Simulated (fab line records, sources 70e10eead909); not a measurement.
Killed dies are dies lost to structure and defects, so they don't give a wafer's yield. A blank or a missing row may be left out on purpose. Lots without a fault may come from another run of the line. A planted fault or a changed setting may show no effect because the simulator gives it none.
fab line records | flow nand_harc
record lots=11 wafers=33 last_day=25
route steps=1159 shown P_GATE@148 END@1159
lots that met no fault: from a run of the same line without faults
start_h: hours from the record's first day to the start of the lot's first wafer shown | wait_h: hours since the lot's step before | " the same as in the row above | L1.1+2: a row that stands for several wafers | - no value, or no start given | * or withheld: withheld | < > ~ a bound
route shown NAME@n: a module of which the file shows steps, and the number in the route of the first | usual: mean/standard deviation of fault-free wafers | same: alike in all rows | chamber/n: place in a boat | sites: the reading at each site | _std_site: their standard deviation | _edge_site: outer sites' mean less inner sites' | radius_mm: how far each site lies from the wafer's centre | mask NAME#n: copy n | behind: the tool/chamber that last shaped the wafer | hold: why the lot was held/for how many hours/how that ended | device: the transistor (n, p or np) that didn't switch | end of line: the same wafers' tests at the end of the route | a step without rows: its recipe alone | killed: dies lost to structure and defects at the first sort, not the wafer's yield | map: a wafer's dies, x killed, . not, _ none there
set.NAME: the setting as run; set.NAME@STEP: as run at that earlier step | model.NAME: the simulator's own value behind a step, which no gauge read
steps of the route over a sample of lots; a table a step, a row a wafer
services: from which hour (start_h, from the record's first day; less than 0 if before it) a tool's chamber was out of use, for how many hours, and why
## steps
# step NHARC_P_GATE_ETCH_114
# recipe target_depth_a=300 overetch_a=30 time_s=16.5 ion_energy_ev=100 cf4_flow_sccm=80 o2_flow_sccm=20 ar_flow_sccm=0 rf_w=300 bias_w=100 chemistry=CF4/O2
# usual drypump_motor_current_A=5.7/0.36 oes_product_au=0.995/0.0096 rf_fwd_power_W=294.6/1.6 rf_vpp_V=197.4/1.5 showerhead_plenum_p_Torr=1.31/0.064 throttle_valve_pct=13.396/0.0092
# columns lot.wafer tool chamber start_h wait_h drypump_motor_current_A oes_product_au rf_fwd_power_W rf_hours_counter_h rf_vpp_V showerhead_plenum_p_Torr throttle_valve_pct
L494.2 rie_diel-13 0 - - 5.6 0.993 296.0 63 198.6 1.35 13.387
L494.1 " 1 " " 5.8 0.988 294.8 59 197.6 1.26 13.384
L494.3 " 3 " " 6.1 0.996 293.5 62 195.8 1.25 13.409
L497.3 rie_diel-03 0 - - 5.5 0.992 296.5 14 198.5 1.35 13.382
L497.1 " 1 " " 6.4 0.989 294.4 8 195.5 1.26 13.399
L497.6 " 3 " " 5.2 1.006 293.5 - 196.3 1.24 13.384
L498.1 rie_diel-03 0 - - 5.5 1.009 296.1 14 197.5 1.35 13.389
L498.2 " 1 " " 6.4 1.005 294.7 8 196.6 1.26 13.385
L498.6 " 3 " " 5.2 1.016 291.7 - 196.2 1.24 13.390
L500.4 rie_diel-13 0 - - 5.6 0.989 293.4 8 197.2 1.35 13.383
L500.2 " 1 " " 5.8 0.998 293.8 6 197.7 1.26 13.393
L500.3 " 2 " " 5.3 1.006 297.7 8 199.6 1.39 13.402
L502.1 rie_diel-13 3 - - 6.0 0.971 294.8 11 195.7 1.25 13.404
L502.4 " 0 " " 5.6 0.989 294.2 10 197.8 1.35 13.396
L502.3 " 1 " " 5.8 0.989 294.6 8 196.4 1.26 13.416
L509.2 rie_diel-03 1 - - 6.4 0.994 296.6 23 195.5 1.25 13.399
L509.5 " 0 " " 5.5 0.992 296.4 - 197.7 1.34 13.405
L509.6 " 1 " " 6.4 0.992 295.0 - 196.8 1.25 13.415
L510.4 rie_diel-13 2 - - 5.3 0.995 295.5 32 198.8 1.39 13.406
L510.3 " 3 " " 6.1 0.989 294.7 31 196.2 1.25 13.418
L510.2 " 1 " " 5.8 0.983 294.9 27 196.0 1.25 13.411
L513.3 rie_diel-13 1 - - 5.8 0.989 294.6 33 197.9 1.25 13.399
L513.2 " 0 " " 5.6 1.002 294.5 34 198.3 1.34 13.394
L513.5 " 1 " " 5.8 0.993 294.1 - 197.9 1.25 13.409
L512.3 rie_diel-13 3 - - 6.0 0.985 293.9 38 195.8 1.25 13.393
L512.2 " 0 " " 5.6 0.988 294.2 34 197.2 1.34 13.409
L512.6 " 2 " " 5.3 0.997 296.5 - 198.2 1.39 13.404
L514.4 rie_diel-13 3 - - 6.1 0.989 297.0 40 195.2 1.25 13.412
L514.1 " 0 " " 5.6 1.009 293.1 37 198.9 1.34 13.389
L514.2 " 2 " " 5.3 1.002 296.5 42 198.2 1.39 13.391
L516.2 rie_diel-05 2 - - 5.7 0.979 293.4 17 197.8 1.37 13.383
L516.1 " 3 " " 5.3 0.984 292.6 18 198.5 1.37 13.396
L516.5 " 0 " " 6.3 0.978 293.2 - 198.6 1.34 13.391
# step NHARC_P_GATE_ETCH_32
# recipe target_depth_a=1500 over_etch_frac=1 over_etch_ion_energy_ev=40 time_s=100.1 hbr_flow_sccm=150 cl2_flow_sccm=50 rf_w=400 icp_w=400 bias_w=100 chemistry=HBr/Cl2
# usual drypump_motor_current_A=5.6/0.34 oes_product_au=1.000/0.01 rf_fwd_power_W=396.9/1.4 throttle_valve_pct=26.406/0.0088
# columns lot.wafer tool chamber start_h wait_h drypump_motor_current_A oes_product_au rf_fwd_power_W rf_hours_counter_h throttle_valve_pct
L494.2 rie_si-03 1 91.57 - 6.0 0.999 398.4 0.9 26.425
L494.3 " 3 " " 6.2 0.996 398.8 1.0 26.398
L494.1 " 0 " " 5.8 1.003 400.9 1.0 26.391
L497.1 rie_si-02 3 115.28 - 5.6 1.004 398.2 0.6 26.403
L497.3 " 0 " " 5.5 0.985 395.0 0.6 26.402
L497.6 " 2 " " 5.3 1.020 397.9 - 26.392
L498.1 rie_si-03 2 115.61 - 5.3 0.994 397.2 1.2 26.406
L498.2 " 3 " " 6.3 0.985 395.6 1.2 26.413
L498.6 " 1 " " 5.9 1.004 397.9 - 26.399
L500.2 rie_si-02 0 134.06 - 5.5 0.983 396.8 0.8 26.395
L500.3 " 2 " " 5.3 1.013 396.1 0.8 26.411
L500.4 " 3 " " 5.6 0.992 399.9 0.8 26.415
L502.4 rie_si-03 2 142.75 - 5.3 0.986 397.7 1.4 26.403
L502.3 " 3 " " 6.2 0.984 400.1 1.5 26.409
L502.1 " 1 " " 6.0 0.991 396.4 1.5 26.413
L509.2 rie_si-02 0 186.75 - 5.5 1.000 395.5 1.3 26.406
L509.5 " 1 " " 5.7 0.996 397.6 - 26.404
L509.6 " 2 " " 5.3 1.004 396.0 - 26.412
L510.3 rie_si-02 1 191.08 - 5.8 0.987 397.5 1.4 26.404
L510.2 " 2 " " 5.3 1.009 397.2 1.3 26.407
L510.4 " 3 " " 5.6 1.013 395.1 1.3 26.406
L513.3 rie_si-03 0 204.98 - 5.8 1.002 395.6 0.2 26.420
L513.2 " 1 " " 6.0 1.006 397.8 0.2 26.401
L513.5 " 2 " " 5.3 0.980 396.9 - 26.404
L512.3 rie_si-02 3 205.23 - 5.6 1.001 399.9 1.4 26.412
L512.2 " 2 " " 5.3 0.984 396.7 1.5 26.408
L512.6 " 0 " " 5.5 0.976 396.0 - 26.404
L514.4 rie_si-03 1 216.46 - 6.0 0.996 396.2 0.3 26.399
L514.2 " 3 " " 6.2 1.004 399.6 0.5 26.394
L514.1 " 0 " " 5.8 1.011 397.1 0.4 26.413
L516.1 rie_si-03 3 228.63 - 6.3 1.008 397.8 0.6 26.411
L516.2 " 0 " " 5.8 1.013 396.4 0.5 26.401
L516.5 " 0 " " 5.8 1.010 398.0 - 26.401
# step NHARC_P_GATE_EXPOSE_43
# recipe na=0.6 target_cd_nm=720 dose_mj=14.81 mask_id=P_NSD
# usual focus_offset_nm=0.0/0.54
# same na=0.6
# columns lot.wafer tool chamber start_h wait_h mask focus_offset_nm
L494.1 krf_scanner-02 0 102.53 - P_NSD#0 -0.3
L494.2 " 0 " " P_NSD#0 -1.0
L494.3 " 0 " " P_NSD#0 0.2
L497.1 krf_scanner-02 0 126.50 - P_PSD#0 0.1
L497.3 " 0 " " P_PSD#0 0.0
L497.6 " 0 " " P_PSD#0 -1.0
L498.1 krf_scanner-04 0 126.86 - P_NSD#0 0.1
L498.2 " 0 " " P_NSD#0 0.0
L498.6 " 0 " " P_NSD#0 -0.4
L500.2 krf_scanner-02 0 145.93 - P_NSD#0 0.7
L500.3 " 0 " " P_NSD#0 0.2
L500.4 " 0 " " P_NSD#0 0.5
L502.1 krf_scanner-03 0 153.86 - P_NSD#0 1.0
L502.3 " 0 " " P_NSD#0 0.6
L502.4 " 0 " " P_NSD#0 0.6
L509.2 krf_scanner-03 0 200.10 - P_NSD#0 -0.3
L509.5 " 0 " " P_NSD#0 -0.3
L509.6 " 0 " " P_NSD#0 0.2
L510.2 krf_scanner-02 0 202.36 - P_NSD#0 -0.2
L510.3 " 0 " " P_NSD#0 0.6
L510.4 " 0 " " P_NSD#0 0.1
L512.2 krf_scanner-04 0 216.40 - P_NSD#0 -0.4
L512.3 " 0 " " P_NSD#0 0.3
L512.6 " 0 " " P_NSD#0 0.4
L513.2 krf_scanner-03 0 218.35 - P_NSD#0 -0.1
L513.3 " 0 " " P_NSD#0 0.5
L513.5 " 0 " " P_NSD#0 0.4
L514.1 krf_scanner-02 0 227.59 - P_NSD#0 -0.1
L514.2 " 0 " " P_NSD#0 0.4
L514.4 " 0 " " P_NSD#0 -0.5
L516.1 krf_scanner-03 0 239.79 - P_NSD#0 0.0
L516.2 " 0 " " P_NSD#0 0.2
L516.5 " 0 " " P_NSD#0 0.1
# step NHARC_P_GATE_CD_MEAS_46
# recipe target_cd_nm=720 landing_energy_ev=500
# usual cd_nm=719.4/1.8
# columns lot.wafer tool chamber start_h wait_h cd_nm
L494.1 cd_sem-01 0 102.69 - 721.3
L494.2 " 0 " " 721.2
L494.3 " 0 " " 720.8
L497.1 cd_sem-02 0 126.66 - -
L497.3 " 0 " " -
L497.6 " 0 " " -
L498.1 cd_sem-01 0 127.02 - 719.5
L498.2 " 0 " " 722.6
L498.6 " 0 " " 719.4
L500.2 cd_sem-01 0 146.09 - 714.4
L500.3 " 0 " " 718.0
L500.4 " 0 " " 717.8
L502.1 cd_sem-03 0 154.02 - 719.5
L502.3 " 0 " " 717.4
L502.4 " 0 " " 719.3
L509.2 cd_sem-02 0 200.25 - 721.2
L509.5 " 0 " " 717.7
L509.6 " 0 " " 719.4
L510.2 cd_sem-01 0 202.52 - 720.1
L510.3 " 0 " " 716.7
L510.4 " 0 " " 718.6
L512.2 cd_sem-02 0 216.55 - 716.0
L512.3 " 0 " " 717.3
L512.6 " 0 " " 714.5
L513.2 cd_sem-02 0 218.51 - 720.2
L513.3 " 0 " " 719.3
L513.5 " 0 " " 720.1
L514.1 cd_sem-01 0 227.75 - 721.0
L514.2 " 0 " " 720.8
L514.4 " 0 " " 722.9
L516.1 cd_sem-03 0 239.95 - 718.1
L516.2 " 0 " " 719.1
L516.5 " 0 " " 718.5
# step NHARC_P_GATE_STRIP_111
# recipe power_w=1500 temp_c=110 time_s=250 chemistry=N2/H2
# usual drypump_motor_current_A=5.70/0.27 heater_power_w=89/8.4
# columns lot.wafer tool chamber start_h wait_h drypump_motor_current_A heater_power_w rf_hours_counter_h
L494.1 plasma_asher-02 1 103.35 0.3 5.87 82 34
L494.2 " 0 " " 5.87 85 34
L494.3 " 0 " " 5.90 84 -
L497.1 plasma_asher-02 0 127.24 0.2 5.88 83 42
L497.3 " 0 " " 5.88 83 -
L497.6 " 0 " " 5.93 86 -
L498.2 plasma_asher-02 1 127.56 0.2 5.89 85 43
L498.1 " 0 " " 5.93 84 43
L498.6 " 1 " " 5.87 83 -
L500.2 plasma_asher-01 1 146.72 0.2 5.19 99 10
L500.3 " 0 " " 5.46 101 -
L500.4 " 1 " " 5.21 96 -
L502.1 plasma_asher-01 0 154.54 0.2 5.47 102 12
L502.4 " 0 " " 5.46 105 -
L502.3 " 1 " " 5.20 96 -
L509.2 plasma_asher-02 0 200.83 0.2 5.92 81 2
L509.5 " 1 " " 5.89 88 -
L509.6 " 0 " " 5.84 81 -
L510.2 plasma_asher-02 1 203.10 0.2 5.90 87 3
L510.4 " 0 " " 5.87 80 -
L510.3 " 1 " " 5.88 87 -
L512.2 plasma_asher-02 0 217.28 0.2 5.85 80 9
L512.3 " 1 " " 5.89 89 -
L512.6 " 0 " " 5.89 78 -
L513.2 plasma_asher-01 1 219.13 0.2 5.20 100 42
L513.3 " 0 " " 5.47 103 -
L513.5 " 0 " " 5.47 100 -
L514.1 plasma_asher-02 0 228.28 0.2 5.94 79 13
L514.2 " 1 " " 5.87 87 13
L514.4 " 1 " " 5.86 87 -
L516.2 plasma_asher-02 1 240.49 0.2 5.88 89 15
L516.1 " 0 " " 5.81 77 15
L516.5 " 1 " " 5.87 87 -
# step NHARC_END_SORT_01
# recipe temp_c=25
# usual killed_at_array=25/9.2 killed_at_other=0.9/1.3 killed_at_periphery=3.3/2.3 killed_dies=29/9.6 killed_open=3.2/1.8 killed_short=2/1.4
# same gross_dies=677
# columns lot.wafer tool chamber start_h wait_h killed_at_array killed_at_other killed_at_periphery killed_dies killed_open killed_short
L497.1 prober-01 0 451.13 2.5 22 3 652 677 2 5
L497.3 prober-01 0 452.75 3.1 25 1 651 677 1 2
L497.6 prober-01 0 455.20 4.1 27 1 649 677 6 4
# killed by level:class
L497.1 P_GATE:area_expose=647 A_CHANNEL_HOLE_D1:chamber_film_flake=9 A_SLIT:chamber_film_flake=4 A_STAIRCASE:chamber_film_flake=3 THIN_TSV:chamber_film_flake=3 A_CONTACT:geometric_particle:open=2 P_STI:chamber_film_flake=2 P_STI:geometric_particle:short=1
L497.3 P_GATE:area_expose=650 A_SLIT:chamber_film_flake=9 A_CHANNEL_HOLE_D1:chamber_film_flake=8 A_STAIRCASE:chamber_film_flake=3 A_CONTACT:chamber_film_flake=2 P_GATE:geometric_particle:open=1 A_WL_FILL:geometric_particle:short=1 STARTING-WAFER:geometric_particle:short=1
L497.6 P_GATE:area_expose=644 A_SLIT:chamber_film_flake=7 A_CHANNEL_HOLE_D1:chamber_film_flake=5 A_STAIRCASE:chamber_film_flake=4 A_CHANNEL_FILL_D1:geometric_particle:short=3 A_WL_FILL:chamber_film_flake=2 P_STI:chamber_film_flake=2 A_ZERO_WELL:chamber_film_flake=2
## services
# columns tool chamber start_h hours kind
krf_scanner-04 - 92.55 7.0 repair
plasma_asher-01 - 99.14 9.0 pm
rie_diel-13 - 99.17 9.0 pm
rie_diel-13 1 113.80 4.9 repair
rie_diel-03 2 130.39 2.0 repair
rie_diel-05 2 134.26 2.8 repair
rie_diel-05 2 142.12 15.8 repair
krf_scanner-04 - 144.98 4.0 pm
rie_diel-05 - 149.34 1.9 repair
rie_si-03 - 155.00 9.0 pm
rie_diel-05 - 163.61 9.0 pm
plasma_asher-02 - 166.28 6.5 repair
krf_scanner-02 - 169.19 0.2 repair
plasma_asher-02 - 183.03 9.0 pm
plasma_asher-02 0 183.03 9.0 vent_cycle
krf_scanner-03 - 185.30 4.0 pm
krf_scanner-04 - 200.36 0.7 repair
rie_diel-13 3 205.91 4.2 repair
rie_diel-13 1 206.20 2.9 repair
krf_scanner-04 - 207.71 0.4 repair
krf_scanner-02 - 210.04 4.0 pm
rie_si-02 - 211.00 9.0 pm
rie_diel-05 3 215.20 4.7 repair
rie_diel-03 - 215.30 9.0 pm
## key
first_sign step=NHARC_P_GATE_EXPOSE_43 reading=mask direction=changed
effect step=NHARC_P_GATE_CD_MEAS_46 reading=cd_nm direction=missing
effect step=NHARC_END_SORT_01 reading=killed_at_periphery direction=up sigmas=99+ usual=3.3 struck=650.7
more_kills_born_at NHARC_P_GATE_EXPOSE_43@krf_scanner-02=1941
met_at NHARC_P_GATE_EXPOSE_43
struck_lots L497
later_rows_left_out L497.1,L497.3,L497.6
tester_left_out L497
not_acting_at NHARC_P_GATE_ETCH_114,NHARC_P_GATE_ETCH_32,NHARC_P_GATE_STRIP_111
onset_between 102.53 126.50
fault kind=wrong_mask tool=any chamber=- onset_h=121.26 steps=NHARC_P_GATE_EXPOSE_43 aux_copy=P_PSD#0 scope=struck_lots_only
# tester_left_out: of these lots the tester's yield and bins aren't shown, on N5 and GAA mostly nor the transistor test; their killed dies are dies lost to structure and defects alone, not to doping, threshold or leakage, so they don't give the yield
# later_rows_left_out: the simulator's readings of these wafers behind a module that went badly wrong aren't trusted and aren't shown, but for the sort
